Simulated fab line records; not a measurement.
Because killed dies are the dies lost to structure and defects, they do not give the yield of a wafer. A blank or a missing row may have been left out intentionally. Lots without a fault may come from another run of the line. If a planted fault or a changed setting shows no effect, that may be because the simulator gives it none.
Which tool was responsible? :: flow nand-harc :: 42 wafers from 14 lots sampled at 6 of the route's 1302 steps

## WHAT EACH GAUGE READ, for each wafer
NHARC_P_ZERO_WELL_INSPECT_43.
lot: L676
measured: day 2 03:26
on: defect-inspect-01
raw-defect-count: 18 6 17

lot: L678
measured: day 2 23:58
on: defect-inspect-02
raw-defect-count: 14 14 13

lot: L680
measured: day 3 19:29
on: defect-inspect-01
raw-defect-count: 13 27 16

lot: L681
measured: day 4 05:35
on: defect-inspect-01
raw-defect-count: 16 13 20

lot: L682
measured: day 4 15:52
on: defect-inspect-01
raw-defect-count: 12 15 15

lot: L683
measured: day 5 01:30
on: defect-inspect-02
raw-defect-count: 13 6 8

lot: L685
measured: day 5 22:41
on: defect-inspect-01
raw-defect-count: 28 15 12

lot: L691
measured: day 8 09:20
on: defect-inspect-02
raw-defect-count: 20 30 25

lot: L692
measured: day 8 19:41
on: defect-inspect-01
raw-defect-count: 10 9 13

lot: L695
measured: day 10 04:13
on: defect-inspect-02
raw-defect-count: 6 7 18

lot: L696
measured: day 10 11:26
on: defect-inspect-01
raw-defect-count: 6 8 14

lot: L697
measured: day 10 21:29
on: defect-inspect-01
raw-defect-count: 10 10 17

lot: L698
measured: day 11 09:53
on: defect-inspect-01
raw-defect-count: 22 14 33

lot: L699
measured: day 11 18:34
on: defect-inspect-01
raw-defect-count: 14 8 7

NHARC_P_STI_CD_MEAS_16.
lot: L676
measured: day 3 03:38
on: cd-sem-02
cd-nm (nm): 202 203 198

lot: L678
measured: day 3 18:13
on: cd-sem-02
cd-nm (nm): 199 201 199

lot: L680
measured: day 4 14:03
on: cd-sem-03
cd-nm (nm): 198 195 194

lot: L681
measured: day 5 00:31
on: cd-sem-01
cd-nm (nm): 191 201 202

lot: L682
measured: day 5 10:02
on: cd-sem-01
cd-nm (nm): 201 198 200

lot: L683
measured: day 5 18:38
on: cd-sem-03
cd-nm (nm): 199 201 202

lot: L685
measured: day 6 14:00
on: cd-sem-03
cd-nm (nm): 196 204 193

lot: L691
measured: day 9 03:45
on: cd-sem-01
cd-nm (nm): 203 198 200

lot: L692
measured: day 9 15:30
on: cd-sem-03
cd-nm (nm): 199 205 197

lot: L695
measured: day 10 22:23
on: cd-sem-02
cd-nm (nm): 197 197 200

lot: L696
measured: day 11 05:38
on: cd-sem-02
cd-nm (nm): 195 203 201

lot: L697
measured: day 11 13:43
on: cd-sem-03
cd-nm (nm): 201 202 202

lot: L698
measured: day 12 03:40
on: cd-sem-02
cd-nm (nm): 203 201 200

lot: L699
measured: day 12 11:08
on: cd-sem-03
cd-nm (nm): 205 203 201

NHARC_P_STI_OCD_MEAS_17.
lot: L676
measured: day 3 03:43
on: ocd-01
trench-depth-nm (nm): 300 292 296
trench-foot-cd-nm (nm): 160 164 159

lot: L678
measured: day 3 18:18
on: ocd-01
trench-depth-nm (nm): 300 312 295
trench-foot-cd-nm (nm): 159 158 160

lot: L680
measured: day 4 14:08
on: ocd-02
trench-depth-nm (nm): 311 300 299
trench-foot-cd-nm (nm): 157 154 152

lot: L681
measured: day 5 00:37
on: ocd-01
trench-depth-nm (nm): 303 298 311
trench-foot-cd-nm (nm): 151 159 157

lot: L682
measured: day 5 10:07
on: ocd-01
trench-depth-nm (nm): 291 307 290
trench-foot-cd-nm (nm): 159 154 160

lot: L683
measured: day 5 18:43
on: ocd-01
trench-depth-nm (nm): 306 303 286
trench-foot-cd-nm (nm): 156 158 161

lot: L685
measured: day 6 14:05
on: ocd-01
trench-depth-nm (nm): 291 285 290
trench-foot-cd-nm (nm): 155 161 157

lot: L691
measured: day 9 03:50
on: ocd-02
trench-depth-nm (nm): 0 0 0
trench-foot-cd-nm (nm): - - -

lot: L692
measured: day 9 15:35
on: ocd-01
trench-depth-nm (nm): 0 0 0
trench-foot-cd-nm (nm): - - -

lot: L695
measured: day 10 22:28
on: ocd-01
trench-depth-nm (nm): 304 307 308
trench-foot-cd-nm (nm): 155 154 158

lot: L696
measured: day 11 05:44
on: ocd-01
trench-depth-nm (nm): 311 307 295
trench-foot-cd-nm (nm): 153 161 159

lot: L697
measured: day 11 13:48
on: ocd-01
trench-depth-nm (nm): 310 302 311
trench-foot-cd-nm (nm): 159 159 159

lot: L698
measured: day 12 03:45
on: ocd-01
trench-depth-nm (nm): 308 295 300
trench-foot-cd-nm (nm): 159 161 159

lot: L699
measured: day 12 11:14
on: ocd-02
trench-depth-nm (nm): 307 297 299
trench-foot-cd-nm (nm): 160 162 159

NHARC_P_STI_OCD_MEAS_43.
lot: L676
measured: day 3 04:14
on: ocd-02
trench-depth-nm (nm): 300 292 296
trench-foot-cd-nm (nm): 160 164 159

lot: L678
measured: day 3 18:49
on: ocd-02
trench-depth-nm (nm): 300 313 295
trench-foot-cd-nm (nm): 159 158 160

lot: L680
measured: day 4 14:39
on: ocd-01
trench-depth-nm (nm): 311 299 299
trench-foot-cd-nm (nm): 157 154 152

lot: L681
measured: day 5 01:07
on: ocd-02
trench-depth-nm (nm): 303 298 311
trench-foot-cd-nm (nm): 152 159 157

lot: L682
measured: day 5 10:38
on: ocd-01
trench-depth-nm (nm): 291 306 289
trench-foot-cd-nm (nm): 159 154 160

lot: L683
measured: day 5 19:14
on: ocd-02
trench-depth-nm (nm): 306 303 286
trench-foot-cd-nm (nm): 157 158 161

lot: L685
measured: day 6 14:36
on: ocd-01
trench-depth-nm (nm): 292 285 290
trench-foot-cd-nm (nm): 154 161 157

lot: L691
measured: day 9 04:20
on: ocd-01
trench-depth-nm (nm): 0 0 0
trench-foot-cd-nm (nm): - - -

lot: L692
measured: day 9 16:06
on: ocd-02
trench-depth-nm (nm): 0 0 0
trench-foot-cd-nm (nm): - - -

lot: L695
measured: day 10 22:58
on: ocd-01
trench-depth-nm (nm): 305 306 309
trench-foot-cd-nm (nm): 155 153 159

lot: L696
measured: day 11 06:14
on: ocd-02
trench-depth-nm (nm): 311 307 294
trench-foot-cd-nm (nm): 152 161 159

lot: L697
measured: day 11 14:19
on: ocd-02
trench-depth-nm (nm): 310 302 311
trench-foot-cd-nm (nm): 159 159 158

lot: L698
measured: day 12 04:16
on: ocd-02
trench-depth-nm (nm): 308 295 300
trench-foot-cd-nm (nm): 159 160 160

lot: L699
measured: day 12 11:44
on: ocd-01
trench-depth-nm (nm): 307 296 298
trench-foot-cd-nm (nm): 160 162 159

## TOOL THAT RAN EACH LOT (tool first, then ch and the chambers of the sampled wafers, then the start)
lot: L676
NHARC_P_ZERO_WELL_DESCUM_39: rie-diel-12 ch 0,2, day 2 00:08
NHARC_P_STI_ETCH_15: rie-si-01 ch 0,3, day 3 03:29

lot: L678
NHARC_P_ZERO_WELL_DESCUM_39: rie-diel-12 ch 1,2,3, day 2 20:40
NHARC_P_STI_ETCH_15: rie-si-02 ch 0,2,3, day 3 18:03

lot: L680
NHARC_P_ZERO_WELL_DESCUM_39: rie-diel-09 ch 0,1,3, day 3 16:19
NHARC_P_STI_ETCH_15: rie-si-01 ch 0,3, day 4 13:53

lot: L681
NHARC_P_ZERO_WELL_DESCUM_39: rie-diel-09 ch 1,2,3, day 4 02:18
NHARC_P_STI_ETCH_15: rie-si-02 ch 0,2,3, day 5 00:22

lot: L682
NHARC_P_ZERO_WELL_DESCUM_39: rie-diel-05 ch 0,1,2, day 4 12:24
NHARC_P_STI_ETCH_15: rie-si-01 ch 2,3, day 5 09:53

lot: L683
NHARC_P_ZERO_WELL_DESCUM_39: rie-diel-09 ch 0,1,2, day 4 22:17
NHARC_P_STI_ETCH_15: rie-si-02 ch 1,2,3, day 5 18:28

lot: L685
NHARC_P_ZERO_WELL_DESCUM_39: rie-diel-05 ch 1,2, day 5 19:23
NHARC_P_STI_ETCH_15: rie-si-01 ch 1,2, day 6 13:51

lot: L691
NHARC_P_ZERO_WELL_DESCUM_39: rie-diel-09 ch 0,1,2, day 8 06:10
NHARC_P_STI_ETCH_15: rie-si-02 ch 0,1,2, day 9 03:35

lot: L692
NHARC_P_ZERO_WELL_DESCUM_39: rie-diel-05 ch 0,1,2, day 8 16:24
NHARC_P_STI_ETCH_15: rie-si-05 ch 0,1,2, day 9 15:20

lot: L695
NHARC_P_ZERO_WELL_DESCUM_39: rie-diel-05 ch 2,3, day 10 00:56
NHARC_P_STI_ETCH_15: rie-si-01 ch 1,3, day 10 22:13

lot: L696
NHARC_P_ZERO_WELL_DESCUM_39: rie-diel-09 ch 0,2,3, day 10 08:10
NHARC_P_STI_ETCH_15: rie-si-01 ch 1,2,3, day 11 05:29

lot: L697
NHARC_P_ZERO_WELL_DESCUM_39: rie-diel-09 ch 1,2, day 10 18:18
NHARC_P_STI_ETCH_15: rie-si-02 ch 0,3, day 11 13:33

lot: L698
NHARC_P_ZERO_WELL_DESCUM_39: rie-diel-12 ch 0,1,3, day 11 04:57
NHARC_P_STI_ETCH_15: rie-si-01 ch 0,1,2, day 12 03:31

lot: L699
NHARC_P_ZERO_WELL_DESCUM_39: rie-diel-05 ch 1,2, day 11 15:13
NHARC_P_STI_ETCH_15: rie-si-01 ch 1,2,3, day 12 10:59
- NHARC_P_ZERO_WELL_DESCUM_39: chemistry O2, time 3 s.
- NHARC_P_STI_ETCH_15: etches the open film in HBr/Cl2, target depth 300 nm, time 100.1 s.

## AS READ BY THE TOOLS THEMSELVES (means over the sampled wafers that have a number; for cases with no such wafer, the mark the record gives instead)
NHARC_P_ZERO_WELL_DESCUM_39.
lot: L676
tool: rie-diel-12
drypump-motor-current-A (A): 5.8
oes-product-au (a.u.): 1.010
rf-vpp-V (V): 58.4
showerhead-plenum-p-Torr (Torr): 2.02
throttle-valve-pct (%): 11.315

lot: L678
tool: rie-diel-12
drypump-motor-current-A (A): 5.3
oes-product-au (a.u.): 1.023
rf-vpp-V (V): 57.4
showerhead-plenum-p-Torr (Torr): 1.88
throttle-valve-pct (%): 11.311

lot: L680
tool: rie-diel-09
drypump-motor-current-A (A): 6.0
oes-product-au (a.u.): 0.987
rf-vpp-V (V): 58.3
showerhead-plenum-p-Torr (Torr): 1.96
throttle-valve-pct (%): 11.317

lot: L681
tool: rie-diel-09
drypump-motor-current-A (A): 6.0
oes-product-au (a.u.): 0.983
rf-vpp-V (V): 58.9
showerhead-plenum-p-Torr (Torr): 1.93
throttle-valve-pct (%): 11.316

lot: L682
tool: rie-diel-05
drypump-motor-current-A (A): 5.8
oes-product-au (a.u.): 1.019
rf-vpp-V (V): 58.2
showerhead-plenum-p-Torr (Torr): 1.92
throttle-valve-pct (%): 11.312

lot: L683
tool: rie-diel-09
drypump-motor-current-A (A): 6.1
oes-product-au (a.u.): 0.997
rf-vpp-V (V): 57.1
showerhead-plenum-p-Torr (Torr): 1.90
throttle-valve-pct (%): 11.313

lot: L685
tool: rie-diel-05
drypump-motor-current-A (A): 6.3
oes-product-au (a.u.): 1.021
rf-vpp-V (V): 58.0
showerhead-plenum-p-Torr (Torr): 1.90
throttle-valve-pct (%): 11.306

lot: L691
tool: rie-diel-09
drypump-motor-current-A (A): 6.1
oes-product-au (a.u.): 0.988
rf-vpp-V (V): 58.2
showerhead-plenum-p-Torr (Torr): 1.99
throttle-valve-pct (%): 11.317

lot: L692
tool: rie-diel-05
drypump-motor-current-A (A): 5.8
oes-product-au (a.u.): 1.024
rf-vpp-V (V): 57.8
showerhead-plenum-p-Torr (Torr): 1.91
throttle-valve-pct (%): 11.309

lot: L695
tool: rie-diel-05
drypump-motor-current-A (A): 5.7
oes-product-au (a.u.): 1.003
rf-vpp-V (V): 57.1
showerhead-plenum-p-Torr (Torr): 1.87
throttle-valve-pct (%): 11.316

lot: L696
tool: rie-diel-09
drypump-motor-current-A (A): 6.0
oes-product-au (a.u.): 0.984
rf-vpp-V (V): 59.7
showerhead-plenum-p-Torr (Torr): 1.95
throttle-valve-pct (%): 11.327

lot: L697
tool: rie-diel-09
drypump-motor-current-A (A): 6.2
oes-product-au (a.u.): 0.981
rf-vpp-V (V): 57.9
showerhead-plenum-p-Torr (Torr): 2.06
throttle-valve-pct (%): 11.310

lot: L698
tool: rie-diel-12
drypump-motor-current-A (A): 5.5
oes-product-au (a.u.): 1.011
rf-vpp-V (V): 57.9
showerhead-plenum-p-Torr (Torr): 1.88
throttle-valve-pct (%): 11.317

lot: L699
tool: rie-diel-05
drypump-motor-current-A (A): 6.2
oes-product-au (a.u.): 1.000
rf-vpp-V (V): 57.9
showerhead-plenum-p-Torr (Torr): 1.88
throttle-valve-pct (%): 11.316

NHARC_P_STI_ETCH_15.
lot: L676
tool: rie-si-01
bias-w (W): 99.67
chamber-pressure-mTorr (mTorr): 15.015
drypump-motor-current-A (A): 5.5
oes-product-au (a.u.): 0.989
rf-fwd-power-W (W): 397.0
throttle-valve-pct (%): 26.407

lot: L678
tool: rie-si-02
bias-w (W): 99.87
chamber-pressure-mTorr (mTorr): 14.996
drypump-motor-current-A (A): 6.3
oes-product-au (a.u.): 1.001
rf-fwd-power-W (W): 396.6
throttle-valve-pct (%): 26.407

lot: L680
tool: rie-si-01
bias-w (W): 100.24
chamber-pressure-mTorr (mTorr): 14.987
drypump-motor-current-A (A): 5.1
oes-product-au (a.u.): 1.006
rf-fwd-power-W (W): 398.2
throttle-valve-pct (%): 26.404

lot: L681
tool: rie-si-02
bias-w (W): 100.03
chamber-pressure-mTorr (mTorr): 15.004
drypump-motor-current-A (A): 6.3
oes-product-au (a.u.): 1.008
rf-fwd-power-W (W): 398.4
throttle-valve-pct (%): 26.411

lot: L682
tool: rie-si-01
bias-w (W): 100.13
chamber-pressure-mTorr (mTorr): 14.999
drypump-motor-current-A (A): 5.3
oes-product-au (a.u.): 0.986
rf-fwd-power-W (W): 396.1
throttle-valve-pct (%): 26.412

lot: L683
tool: rie-si-02
bias-w (W): 100.07
chamber-pressure-mTorr (mTorr): 15.005
drypump-motor-current-A (A): 6.1
oes-product-au (a.u.): 0.999
rf-fwd-power-W (W): 398.5
throttle-valve-pct (%): 26.415

lot: L685
tool: rie-si-01
bias-w (W): 99.90
chamber-pressure-mTorr (mTorr): 15.002
drypump-motor-current-A (A): 5.2
oes-product-au (a.u.): 0.975
rf-fwd-power-W (W): 395.9
throttle-valve-pct (%): 26.400

lot: L691
tool: rie-si-02
bias-w (W): -
chamber-pressure-mTorr (mTorr): -
drypump-motor-current-A (A): -
oes-product-au (a.u.): -
rf-fwd-power-W (W): -
throttle-valve-pct (%): -

lot: L692
tool: rie-si-05
bias-w (W): -
chamber-pressure-mTorr (mTorr): -
drypump-motor-current-A (A): -
oes-product-au (a.u.): -
rf-fwd-power-W (W): -
throttle-valve-pct (%): -

lot: L695
tool: rie-si-01
bias-w (W): 100.05
chamber-pressure-mTorr (mTorr): 14.995
drypump-motor-current-A (A): 5.7
oes-product-au (a.u.): 1.018
rf-fwd-power-W (W): 395.9
throttle-valve-pct (%): 26.406

lot: L696
tool: rie-si-01
bias-w (W): 99.94
chamber-pressure-mTorr (mTorr): 14.999
drypump-motor-current-A (A): 5.5
oes-product-au (a.u.): 1.006
rf-fwd-power-W (W): 395.7
throttle-valve-pct (%): 26.405

lot: L697
tool: rie-si-02
bias-w (W): 99.86
chamber-pressure-mTorr (mTorr): 14.999
drypump-motor-current-A (A): 6.3
oes-product-au (a.u.): 1.016
rf-fwd-power-W (W): 397.6
throttle-valve-pct (%): 26.406

lot: L698
tool: rie-si-01
bias-w (W): 100.08
chamber-pressure-mTorr (mTorr): 15.012
drypump-motor-current-A (A): 5.1
oes-product-au (a.u.): 1.004
rf-fwd-power-W (W): 396.9
throttle-valve-pct (%): 26.401

lot: L699
tool: rie-si-01
bias-w (W): 100.28
chamber-pressure-mTorr (mTorr): 15.005
drypump-motor-current-A (A): 5.5
oes-product-au (a.u.): 0.998
rf-fwd-power-W (W): 396.8
throttle-valve-pct (%): 26.403

## THE ANSWER, worked out from the rows above alone
Rule: the lots themselves supply what counts as usual. The widest of any qualifying gaps counts: lots, ordered by their means at a reading, are off when they make up no more than a third of the lots, leave a main group of 4 or more, and stand apart from it by 3 or more times the standard deviation of that group's means. The tables above print the reading to a certain number of digits; a main group whose means all agree to those digits is not used. Also off: a lot with no number at a reading for which 4 or more lots have one. The other lots that the step has rows for count as sound. The gauges are gone through in route order, then the tools' own readings, and for those a lot's mean is taken as printed above. The first step at which some lot is off is used, and at that step the reading that is off furthest; a lot without a number counts as furthest.
Off at NHARC_P_STI_OCD_MEAS_17 (trench-foot-cd-nm): L691, L692. Without a number there: L691, L692. For the main group the mean is 158 nm and the standard deviation 1.9.
A tool fits if, at a process step before that reading, it ran every lot that is off, and no sound lot after the first of them. The gauges at NHARC_P_STI_OCD_MEAS_17 aren't tried: what is off there is off at NHARC_P_STI_ETCH_15 too, on other tools, and a gauge's error can't cause that. No candidate that was tried fits.

## WHAT WAS PUT IN BY THE SIMULATOR
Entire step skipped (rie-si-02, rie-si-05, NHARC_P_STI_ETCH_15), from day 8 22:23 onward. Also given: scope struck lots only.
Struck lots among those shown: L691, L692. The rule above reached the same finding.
